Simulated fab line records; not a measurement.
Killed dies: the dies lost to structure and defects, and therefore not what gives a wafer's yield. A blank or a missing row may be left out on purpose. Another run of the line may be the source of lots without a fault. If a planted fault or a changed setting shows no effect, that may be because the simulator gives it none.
Comparing a struck lot with a sound one || flow nand-harc || 14 steps out of a route of 1302
Sound: these wafers, L726.1, L726.2, L726.3. Struck: wafer L736.2 (left out: L736.3, L736.4 of the same lot, which were not struck); the cause appears at the end.
For every step that has rows: the tool of each side, followed by ch and its chambers, followed by its first start. Under that, the readings that differ: sound wafers || struck wafers || difference of the means || sigmas: that difference in standard deviations of wafers without a fault.
alike: words and numbers the same on both sides, and readings whose means are apart by under 2 such deviations; not compared: readings that were withheld, readings missing a value for some wafer, numbers with overlapping values and no deviation given by the record, and bounds like >300 which may hide the same value.
Wherever a step has rows on one side only, a row that says differs or no value, or a row with sigmas, the two part there. Numbers that don't overlap but have no deviation are shown without sigmas and don't part them. Lack of a reading on every wafer of one side parts them only where that side has two or more wafers.

NHARC_A_CHANNEL_HOLE_D1_STRIP_27: strips in O2.
  sound: rie-diel-12 ch 0,1,2; struck: rie-diel-12 ch 2
{"reading": "rf-hours-counter-h (h)", "sound": "14 12 12", "struck": 5, "difference": -8, "sigmas": ""}
  alike: drypump-motor-current-A, mfc-ar-sccm, oes-product-au, rf-vpp-V, showerhead-plenum-p-Torr, throttle-valve-pct
then, 2 steps without rows for these wafers: NHARC_A_CHANNEL_HOLE_D1_PRECLEAN_28 (cleans in SC1); NHARC_A_CHANNEL_HOLE_D1_SRD_29.
NHARC_A_CHANNEL_HOLE_D1_CD_MEAS_30:
  struck on cd-sem-02, day 15 14:27; sound on cd-sem-03, day 11 03:35
  alike: cd-nm
NHARC_A_CHANNEL_HOLE_D1_XSEM_31:
  sound on xsem-01 ch 0, day 11 03:40; struck on xsem-02 ch 0, day 15 14:32
  alike: bot-cd-nm, bow-nm, tilt-deg
NHARC_A_CHANNEL_HOLE_D1_INSPECT_40:
  struck on defect-inspect-01, day 15 14:38; sound on defect-inspect-01, day 11 03:46
{"reading": "raw-defect-count", "sound": "43 53 48", "struck": 109, "difference": "+61", "sigmas": "+3"}
then, 2 steps without rows for these wafers: NHARC_A_CHANNEL_FILL_D1_PRECLEAN_00 (cleans in SC1); NHARC_A_CHANNEL_FILL_D1_SRD_01.
NHARC_A_CHANNEL_FILL_D1_ALD_02: deposits SiO2, target thk 6 nm, pulse time 10 s, ald cycles 60.
  sound on ald-hk-04 ch 0,2,3, day 11 03:58; struck on ald-hk-03 ch 0, day 15 14:50
  alike: heater-power-w, precursor-pulse-height-rel
  not compared: ald-cycles
NHARC_A_CHANNEL_FILL_D1_ALD_03: deposits SiNx, target thk 6 nm, pulse time 60 s, ald cycles 58.
  sound: ald-sin-batch-03 ch 0; struck: ald-sin-batch-01 ch 0
  alike: precursor-pulse-height-rel
  not compared: ald-cycles
then, 1 step without rows for these wafers: NHARC_A_CHANNEL_FILL_D1_ALD_14 (deposits SiO2, target thk 2.5 nm, pulse time 10 s, ald cycles 25).
NHARC_A_CHANNEL_FILL_D1_ALD_15: deposits SiNx, target thk 2 nm, pulse time 60 s, ald cycles 19.
  sound: ald-sin-batch-02 ch 0; struck: ald-sin-batch-01 ch 0
  alike: precursor-pulse-height-rel
  not compared: ald-cycles
NHARC_A_CHANNEL_FILL_D1_ALD_16: deposits SiO2, target thk 1.5 nm, pulse time 10 s, ald cycles 15.
  sound on ald-hk-02 ch 0,1,2, day 11 17:25; struck on ald-hk-04 ch 0, day 16 03:04
{"reading": "ald-cycles", "sound": "15 15 15", "struck": 17, "difference": "+2", "sigmas": ""}
  alike: heater-power-w, precursor-pulse-height-rel
then, 1 step without rows for these wafers: NHARC_A_CHANNEL_FILL_D1_ANNEAL_17 (time 1800 s).

WHERE THEY PART
NHARC_A_CHANNEL_HOLE_D1_INSPECT_40 only, going by this record. Later steps at which nothing parts them and some readings are alike: NHARC_A_CHANNEL_FILL_D1_ALD_02, NHARC_A_CHANNEL_FILL_D1_ALD_03, NHARC_A_CHANNEL_FILL_D1_ALD_15, NHARC_A_CHANNEL_FILL_D1_ALD_16.

WHY: what the simulator had put in
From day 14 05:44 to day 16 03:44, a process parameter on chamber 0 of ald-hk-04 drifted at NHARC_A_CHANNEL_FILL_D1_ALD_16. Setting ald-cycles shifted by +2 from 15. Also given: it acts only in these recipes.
